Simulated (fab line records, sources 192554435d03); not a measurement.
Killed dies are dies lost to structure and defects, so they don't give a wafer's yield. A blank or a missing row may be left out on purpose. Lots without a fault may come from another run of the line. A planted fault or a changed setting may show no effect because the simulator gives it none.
A struck lot beside a sound one | flow n5_finfet | 16 steps out of a route of 1938
Sound: wafers L659.1, L659.4, L659.5. Struck: wafer L668.2. (L668.6 of the same lot was not struck and is left out.) The cause comes at the end.
At each step with rows: each side's tool, then ch and its chambers, then its first start. Under that, the readings that differ: sound wafers | struck wafers | difference of the means | sigmas: that difference in standard deviations of wafers without a fault.
alike: readings whose means differ by less than 2 such deviations, and words and numbers that are the same on both sides. not compared: withheld readings, readings that some wafer has no value for, bounds like >300 that may hide the same value, and numbers for which the record gives no deviation and whose values overlap.
The two part at a step that has a row with sigmas, a row that says differs or no value, or rows on one side only. Numbers that don't overlap but have no deviation are shown without sigmas and don't part them. A reading that every wafer of one side lacks parts them only if that side has two wafers or more.

first, 5 steps without rows for these wafers: N5_SD_EPI_P_EBR_05; N5_SD_EPI_P_SOFTBAKE_04 (time 60 s); N5_SD_EPI_P_EXPOSE_06 (exposes mask SD P BLK, target cd 240 nm); N5_SD_EPI_P_PEB_07 (peb time 60 s); N5_SD_EPI_P_DEVELOP_08 (develop time 30 s).
N5_SD_EPI_P_CD_MEAS_09: target cd 240 nm.
  sound on cd_sem-03 ch 0, day 4 20:56; struck on cd_sem-03 ch 0, day 7 00:12
  alike: cd_nm
N5_SD_EPI_P_OVL_MEAS_10:
  sound on overlay-01 ch 0, day 4 20:58; struck on overlay-01 ch 0, day 7 00:14
  alike: SD_P_BLK_OVL
N5_SD_EPI_P_INSPECT_11: inspects for defects (macro).
  sound on defect_inspect-01, day 4 20:59; struck on defect_inspect-01, day 7 00:15
  alike: raw_defect_count
N5_SD_EPI_P_DESCUM_14: chemistry O2, time 7.9 s.
  sound on rie_diel-05 ch 0,1,3, day 4 21:01; struck on rie_diel-03 ch 0, day 7 00:32
  reading                     | sound          | struck | difference | sigmas
  drypump_motor_current_A (A) | 4.9 5.4 4.9    | 6.2    | +1.1       | +3
  oes_product_au (a.u.)       | 0.71 0.79 0.90 | 0.96   | +0.16      | +2
  alike: bias_power_w, rf_vpp_V, showerhead_plenum_p_Torr, temp_c, throttle_valve_pct
  not compared: rf_hours_counter_h
N5_SD_EPI_P_ETCH_36: etches SiARC in CF4, target depth 45.5 nm, time 75.8 s.
  sound on rie_diel-05 ch 0,1,3, day 4 21:04; struck on rie_diel-03 ch 0, day 7 00:35
  reading                     | sound          | struck | difference | sigmas
  drypump_motor_current_A (A) | 4.9 5.4 4.9    | 6.3    | +1.2       | +3
  oes_product_au (a.u.)       | 0.61 0.67 0.77 | 0.83   | +0.15      | +2
  alike: bias_w, etch_rf_on_time_s, rf_vpp_V, showerhead_plenum_p_Torr, throttle_valve_pct
  not compared: rf_hours_counter_h
N5_SD_EPI_P_ETCH_37: etches SOC in N2/H2, overetch 108 nm, time 486 s.
  sound on rie_diel-05 ch 0,1,3, day 4 21:07; struck on rie_diel-03 ch 0, day 7 00:38
  reading                     | sound          | struck | difference | sigmas
  drypump_motor_current_A (A) | 4.9 5.4 4.9    | 6.2    | +1.1       | +3
  oes_product_au (a.u.)       | 0.64 0.71 0.81 | 0.86   | +0.14      | +2
  alike: bias_w, rf_vpp_V, showerhead_plenum_p_Torr, temp_c, throttle_valve_pct
  not compared: rf_hours_counter_h
then, 1 step without rows for these wafers: N5_SD_EPI_P_STRIP_38 (strips in N2/H2).
N5_SD_EPI_P_ETCHBACK_46: etches SiNx in CH3F/O2, stops on SiO2, target depth 17.5 nm.
  sound on rie_diel-05 ch 0,1,3, day 4 21:26; struck on rie_diel-03 ch 0, day 7 00:58
  reading                     | sound          | struck  | difference | sigmas
  drypump_motor_current_A (A) | 4.9 5.4 4.9    | 6.2     | +1.1       | +3
  oes_product_au (a.u.)       | 0.62 0.68 0.77 | 0.82    | +0.13      | +2
  over_etch_frac              | 0.3 0.3 0.3    | 0.29285 | -0.00715   |
  alike: bias_w, rf_vpp_V, showerhead_plenum_p_Torr, throttle_valve_pct
  not compared: rf_hours_counter_h
N5_SD_EPI_P_ETCH_47: etches SiOCN in CH3F/O2, target depth 25 nm.
  sound on rie_diel-05 ch 0,1,3, day 4 21:32; struck on rie_diel-03 ch 0, day 7 01:04
  reading                     | sound          | struck | difference | sigmas
  drypump_motor_current_A (A) | 4.9 5.4 5.0    | 6.2    | +1.1       | +3
  oes_product_au (a.u.)       | 0.70 0.79 0.90 | 0.96   | +0.16      | +2
  alike: bias_w, rf_vpp_V, showerhead_plenum_p_Torr, throttle_valve_pct
  not compared: rf_hours_counter_h
-- the record jumps here: 5 days lie between the struck wafers' starts before and after (it left off in module SD_EPI_P and takes up again in module BEOL_M4, whose first step shown is number 1111 of the route) --
N5_BEOL_M4_RC_MEAS_101:
  sound on prober-02 ch 0, day 10 00:08; struck on prober-01 ch 0, day 12 01:29
  alike: DIBL_N, DIBL_P, IOFF_N, IOFF_P, ION_N, ION_P, SS_N, SS_P, VT_N, VT_P
-- the record jumps here: 4 days lie between the struck wafers' starts before and after (it left off in module BEOL_M4 and takes up again in module PASSIVATION, whose first step shown is number 1936 of the route) --
N5_PASSIVATION_PROBE_49:
  sound on prober-01, day 14 07:51; struck on prober-02, day 16 11:22
  alike: defect_limited_yield, killed_at_M0_to_M3, killed_at_M4_up, killed_at_contacts, killed_at_front_end, killed_at_other, killed_dies, killed_on_rim, killed_open, killed_short, sort_bin_5_function, sort_bin_6_memory, sort_n_pass, sort_yield_pct

WHERE THEY PART
First at N5_SD_EPI_P_DESCUM_14; last, within this record, at N5_SD_EPI_P_ETCH_47. Later steps at which nothing parts them and some readings are alike: N5_BEOL_M4_RC_MEAS_101, N5_PASSIVATION_PROBE_49.

WHY: what the simulator had put in
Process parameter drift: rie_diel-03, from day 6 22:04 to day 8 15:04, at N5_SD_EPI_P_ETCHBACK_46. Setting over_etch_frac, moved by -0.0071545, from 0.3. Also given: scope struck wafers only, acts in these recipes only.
